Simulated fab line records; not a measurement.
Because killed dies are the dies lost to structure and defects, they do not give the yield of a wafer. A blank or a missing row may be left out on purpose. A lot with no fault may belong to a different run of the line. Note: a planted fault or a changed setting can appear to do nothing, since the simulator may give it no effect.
Matching of chambers :: flow nand harc :: NHARC_A_CONTACT_ETCH_91 on rie diel-07 has 4 sister chambers
The step etches the open film in CH3F/O2, target depth 40 nm, time 85.7 s. 4 wafers are shown with their chamber, then 12 later ones without.

== EACH WAFER AND ITS CHAMBER ==
wafer: L087.1
chamber: 0
showerhead plenum p Torr (Torr): 2.51

wafer: L089.6
chamber: 2
showerhead plenum p Torr (Torr): 2.53

wafer: L090.1
chamber: 1
showerhead plenum p Torr (Torr): 2.57

wafer: L090.5
chamber: 3
showerhead plenum p Torr (Torr): 2.33

== WAFERS WITHOUT THEIR CHAMBER ==
wafer: L096.1
showerhead plenum p Torr (Torr): 2.51

wafer: L096.2
showerhead plenum p Torr (Torr): 2.57

wafer: L096.6
showerhead plenum p Torr (Torr): 2.57

wafer: L094.1
showerhead plenum p Torr (Torr): 2.56

wafer: L094.2
showerhead plenum p Torr (Torr): 2.50

wafer: L094.4
showerhead plenum p Torr (Torr): 2.33

wafer: L095.3
showerhead plenum p Torr (Torr): 2.50

wafer: L095.4
showerhead plenum p Torr (Torr): 2.56

wafer: L095.6
showerhead plenum p Torr (Torr): 2.50

wafer: L097.1
showerhead plenum p Torr (Torr): 2.56

wafer: L097.2
showerhead plenum p Torr (Torr): 2.33

wafer: L097.4
showerhead plenum p Torr (Torr): 2.50

== WHICH CHAMBER EACH WENT THROUGH ==
wafer: L096.1
from the rows above: 0
in truth: 0

wafer: L096.2
from the rows above: 1
in truth: 1

wafer: L096.6
from the rows above: 1
in truth: 1

wafer: L094.1
from the rows above: 1
in truth: 1

wafer: L094.2
from the rows above: 0
in truth: 0

wafer: L094.4
from the rows above: 3
in truth: 3

wafer: L095.3
from the rows above: 0
in truth: 0

wafer: L095.4
from the rows above: 1
in truth: 1

wafer: L095.6
from the rows above: 0
in truth: 0

wafer: L097.1
from the rows above: 1
in truth: 1

wafer: L097.2
from the rows above: 3
in truth: 3

wafer: L097.4
from the rows above: 0
in truth: 0
Correctly placed: 12 of 12. Left unplaced by these rows: 0. 0 placed wrongly.
How it was worked out, from the rows above alone: a wafer's distance from a chamber is the root of the sum, over the readings, of the square of ((its reading less the chamber's mean) divided by the reading's scatter). The wafer belongs to the nearest chamber; if the next one is less than 2 further off, it can't be placed. For every chamber, the mean is computed from those of its wafers that are shown. The scatter (one wafer shown for each chamber): square how far every hidden wafer sits from the nearest shown wafer, average those squares and take the square root.
